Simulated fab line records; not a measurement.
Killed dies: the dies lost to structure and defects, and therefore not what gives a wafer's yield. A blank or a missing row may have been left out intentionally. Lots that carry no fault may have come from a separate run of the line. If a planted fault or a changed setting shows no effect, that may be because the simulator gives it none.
A struck lot beside a sound one -- flow nandHarc -- 37 steps out of a route of 1159
Sound: wafers L558.1, L558.2, L558.4. Struck: wafers L562.1, L562.3, L562.4. The cause is given at the end.
For every step that has rows: the tool of each side, followed by ch and its chambers, followed by its first start. Under that, the readings that differ: sound wafers -- struck wafers -- difference of the means -- sigmas: that difference in standard deviations of wafers without a fault.
alike: words and numbers the same on both sides, and readings whose means are apart by under 2 such deviations; not compared: readings that were withheld, readings missing a value for some wafer, numbers with overlapping values and no deviation given by the record, and bounds like >300 which may hide the same value.
Wherever a step has rows on one side only, a row that says differs or no value, or a row with sigmas, the two part there. Numbers that don't overlap but have no deviation are shown without sigmas and don't part them. A reading missing from all wafers of one side parts the sides only when that side holds two or more wafers.

first, 9 steps without rows for these wafers: NHARC_A_CONTACT_DEVELOP_68 (develop time 35 s); NHARC_A_CONTACT_DESCUM_74 (chemistry O2, time 3 s); NHARC_A_CONTACT_ETCH_75 (etches the open film in CF4, target depth 39 nm, time 65 s); NHARC_A_CONTACT_ETCH_76 (etches the open film in N2/H2, target depth 260 nm, time 475.3 s); NHARC_A_CONTACT_ETCH_77 (etches the open film in CF4/CHF3, target depth 72.6 nm, time 36.3 s); NHARC_A_CONTACT_ETCH_78 (etches the open film in O2/COS, target depth 2800 nm, time 728 s); NHARC_A_CONTACT_ETCH_124 (etches the open film in C4F8/O2/Ar, time 140 s, target depth 700 nm); NHARC_A_CONTACT_ETCH_125 (etches the open film in C4F8/O2/Ar, time 155 s, target depth 956 nm); NHARC_A_CONTACT_ETCH_126 (etches the open film in C4F8/O2/Ar, time 155 s, target depth 956 nm).
NHARC_A_CONTACT_ETCH_127: etches the open film in C4F8/O2/Ar, time 155 s, target depth 956 nm.
  sound on harCapEtch-01 ch 0,1, day 17 05:17; struck on harCapEtch-01 ch 0,1, day 18 11:01
  not compared: rfHoursCounterH
then, 26 steps without rows for these wafers: NHARC_A_CONTACT_ETCH_128 (etches the open film in C4F8/O2/Ar, time 155 s, target depth 956 nm); NHARC_A_CONTACT_ETCH_129 (etches the open film in C4F8/O2/Ar, time 155 s, target depth 956 nm); NHARC_A_CONTACT_ETCH_130 (etches the open film in C4F8/O2/Ar, time 155 s, target depth 956 nm); NHARC_A_CONTACT_ETCH_131 (etches the open film in C4F8/O2/Ar, time 155 s, target depth 956 nm); NHARC_A_CONTACT_ETCH_132 (etches the open film in C4F8/O2/Ar, time 156 s, target depth 958 nm); NHARC_A_CONTACT_ETCH_133 (etches the open film in C4F8/O2/Ar, time 195 s, target depth 840 nm); NHARC_A_CONTACT_ETCH_91 (etches the open film in CH3F/O2, target depth 40 nm, time 85.7 s); NHARC_A_CONTACT_ETCH_97 (etches the open film in C4F6/O2, target depth 20 nm, time 10 s); NHARC_A_CONTACT_STRIP_103 (strips in N2/H2); NHARC_A_CONTACT_STRIP_104 (strips in CF4/CHF3); NHARC_A_CONTACT_STRIP_105 (strips in O2/COS); NHARC_A_CONTACT_ETCH_106 (etches the open film in CF4/O2, target depth 60 nm, overetch 6 nm, time 33 s); NHARC_A_CONTACT_STRIP_82 (strips in O2); NHARC_A_CONTACT_STRIP_83 (strips in post etch residue remover, time 600 s); NHARC_A_CONTACT_DEP_84 (deposits aC, target thk 2000 nm); NHARC_A_CONTACT_DEP_85 (deposits SiON, target thk 50 nm); NHARC_A_CONTACT_DEHYDRATE_00 (time 120 s); NHARC_A_CONTACT_HMDS_01 (time 30 s); NHARC_A_CONTACT_COAT_86 (time 75 s); NHARC_A_CONTACT_COAT_87 (time 65 s); NHARC_A_CONTACT_COAT_02 (resist thk 90 nm); NHARC_A_CONTACT_SOFTBAKE_03 (time 55 s); NHARC_A_CONTACT_EBR_04; NHARC_A_CONTACT_EXPOSE_05 (exposes mask A CC); NHARC_A_CONTACT_PEB_06 (peb time 65 s); NHARC_A_CONTACT_DEVELOP_07 (develop time 35 s).
-- the record jumps here: 3 days lie between the struck wafers' starts before and after (it left off in module A_CONTACT and takes up again in module END, whose first step shown is number 1159 of the route) --
NHARC_END_SORT_01:
  only the struck wafers appear in the record here, on prober-02 ch 0 at day 21 03:55; the sound ones have no rows

WHERE THEY PART
Within this record, at NHARC_END_SORT_01 only.

WHY: what the simulator had put in
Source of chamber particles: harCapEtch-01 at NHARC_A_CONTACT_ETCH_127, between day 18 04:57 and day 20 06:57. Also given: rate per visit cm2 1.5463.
